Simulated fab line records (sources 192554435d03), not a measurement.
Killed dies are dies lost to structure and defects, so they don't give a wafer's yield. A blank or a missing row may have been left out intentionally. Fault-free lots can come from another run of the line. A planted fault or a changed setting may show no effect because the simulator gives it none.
Struck lot and sound lot, side by side + flow n5Finfet + 25 steps out of a route of 1938
Sound: wafers L464.1, L464.2, L464.5. The struck wafers were L475.1, L475.3. The cause comes at the end.
Per side, at each step with rows, come the tool, then ch with its chambers, and then its first start. Under that, the readings that differ: sound wafers + struck wafers + difference of the means + sigmas: that difference in standard deviations of wafers without a fault.
alike: words and numbers the same on both sides, and readings whose means are apart by under 2 such deviations; not compared: readings that were withheld, readings missing a value for some wafer, numbers with overlapping values and no deviation given by the record, and bounds like >300 which may hide the same value.
A row with sigmas, a row that says differs or no value, or rows on one side alone: a step with any of these is where the two part. When numbers do not overlap yet have no deviation, they are printed without sigmas and do not part them. Lack of a reading on every wafer of one side parts them only where that side has two or more wafers.

first, 1 step without rows for these wafers: N5_BEOL_M14_HARDBAKE_32 (time 120 s).
N5_BEOL_M14_CD_MEAS_28: the cd target is 284.4 nm.
  sound on cdSem-01 ch 0, day 12 09:38; struck on cdSem-01 ch 0, day 14 16:49
  alike: cdNm
N5_BEOL_M14_OVL_MEAS_29:
  sound on overlay-01 ch 0, day 12 09:40; struck on overlay-02 ch 0, day 14 16:51
  alike: M14_OVL
N5_BEOL_M14_INSPECT_30: inspects for defects (macro).
  sound on defectInspect-01 at day 12 09:42; struck on defectInspect-02 at day 14 16:53
  alike: rawDefectCount
then, 2 steps without rows for these wafers: N5_BEOL_M14_DESCUM_33 (chemistry O2, time 7.9 s); N5_BEOL_M14_ETCH_67 (etches SiARC in CF4, target depth 143 nm, time 238.3 s).
N5_BEOL_M14_ETCH_68: etches SOC in N2/H2, time 450 s.
  sound on rieDiel-04 ch 1,2, day 12 09:55; struck on rieDiel-01 ch 0,2, day 14 17:05
| reading             | sound          | struck    | difference | sigmas |
|---------------------|----------------|-----------|------------|--------|
| oesProductAu (a.u.) | 0.69 0.68 0.68 | 0.79 0.88 | +0.15      | +2     |
  alike: drypumpMotorCurrentA, rfFwdPowerW, rfVppV, showerheadPlenumPTorr, throttleValvePct
  not compared: rfHoursCounterH
then, 1 step without rows for these wafers: N5_BEOL_M14_STRIP_69 (strips in N2/H2).
N5_BEOL_M14_TRENCH_ETCH_34: etches SiO2 in C4F8/O2/Ar, target depth 556.65 nm, time 126.9 s.
  sound on rieDiel-04 ch 1,2, day 12 10:11; struck on rieDiel-01 ch 0,2, day 14 17:22
| reading              | sound          | struck    | difference | sigmas |
|----------------------|----------------|-----------|------------|--------|
| oes_ar_750_au (a.u.) | 0.70 0.68 0.67 | 0.82 0.87 | +0.16      | +2     |
  alike: drypumpMotorCurrentA, mfcArSccm, oesProductAu, rfFwdPowerW, rfVppV, showerheadPlenumPTorr, throttleValvePct
  not compared: rfHoursCounterH
then, 1 step without rows for these wafers: N5_BEOL_M14_STRIP_70 (strips in C4F8/O2/Ar).
N5_BEOL_M14_OCD_MEAS_35:
  sound on ocd-02 at day 12 10:20; struck on ocd-01 at day 14 17:31
  alike: trenchDepthNm
then, 1 step without rows for these wafers: N5_BEOL_M14_STRIP_37 (strips in O2).
N5_BEOL_M14_ETCH_38: etches SiCN in CF4/N2, target depth 106.5 nm, time 120.6 s.
  sound on rieDiel-06 ch 1,2, day 12 11:10; struck on rieDiel-06 ch 0,3, day 14 20:01
| reading                                      | sound           | struck      | difference | sigmas |
|----------------------------------------------|-----------------|-------------|------------|--------|
| oesProductAu (a.u.)                          | 0.97 0.81 0.80  | 0.52 0.53   | -0.33      | -4     |
| model.etch.depthNm (nm)                      | 104.3 101.8 101 | 44.92 48.08 | -55.87     |        |
| model.SiO2_of_BEOL_M14_ILD_DEP_00.thkNm (nm) | 1046 1041 1048  | 1074 1077   | +30        |        |
  alike: drypumpMotorCurrentA, mfcArSccm, rfFwdPowerW, rfVppV, showerheadPlenumPTorr, throttleValvePct
  not compared: rfHoursCounterH
then, 3 steps without rows for these wafers: N5_BEOL_M14_PRECLEAN_39 (cleans in residue remover, time 60 s); N5_BEOL_M14_SRD_40 (time 30 s, dry time 30 s); N5_BEOL_M14_DEGAS_41 (time 60 s).
N5_BEOL_M14_PRE_CLEAN_42: time 30 s.
  sound on pvdSputter-01 at day 12 11:35; struck on pvdSputter-03 at day 14 20:56
| reading          | sound       | struck  | difference | sigmas |
|------------------|-------------|---------|------------|--------|
| heaterPowerW (W) | 465 399 388 | 479 474 | +59        | +2     |
N5_BEOL_M14_SPUTTER_43: material TaN, target thk 15 nm, time 24.19 s.
  sound on pvdSputter-01 at day 12 11:37; struck on pvdSputter-03 at day 14 20:58
  alike: throttleValvePct
then, 3 steps without rows for these wafers: N5_BEOL_M14_SPUTTER_44 (material Ta, target thk 15 nm, time 24.19 s); N5_BEOL_M14_SPUTTER_45 (material Cu, target thk 100 nm, time 16.67 s); N5_BEOL_M14_ECD_47 (material Cu, target thk 1248 nm).
N5_BEOL_M14_ANNEAL_48: time 90 s.
  sound on rtpAnneal-01 ch 0, day 12 12:05; struck on rtpAnneal-02 ch 0, day 14 21:26
  alike: annealTempCMax, wafer_temp_C_max
N5_BEOL_M14_CMP_49: polishes, stops on SiO2, t overpolish 5.2 s, target thk 560 nm.
  sound on cmp-02 ch 0,3, day 12 12:23; struck on cmp-03 ch 0,1, day 14 21:47
| reading                                      | sound          | struck    | difference | sigmas |
|----------------------------------------------|----------------|-----------|------------|--------|
| model.SiO2_of_BEOL_M14_ILD_DEP_00.thkNm (nm) | 1031 1026 1033 | 1059 1062 | +30        |        |
  alike: barrierFieldEndpointS, motorCurrentA, overpolishRunS, timeToEndpointS
N5_BEOL_M14_THK_MEAS_50: measures by xrf.
  sound on filmMetro-02 at day 12 12:41; struck on filmMetro-01 at day 14 22:02
  alike: M14_THK
N5_PASSIVATION_PROBE_49:
  the record has rows for the struck wafers here (prober-02, day 15 23:35) and none for the sound ones

== WHERE THEY PART ==
Last at N5_PASSIVATION_PROBE_49 as far as this record goes, first at N5_BEOL_M14_ETCH_68.

WHY: what the simulator had put in
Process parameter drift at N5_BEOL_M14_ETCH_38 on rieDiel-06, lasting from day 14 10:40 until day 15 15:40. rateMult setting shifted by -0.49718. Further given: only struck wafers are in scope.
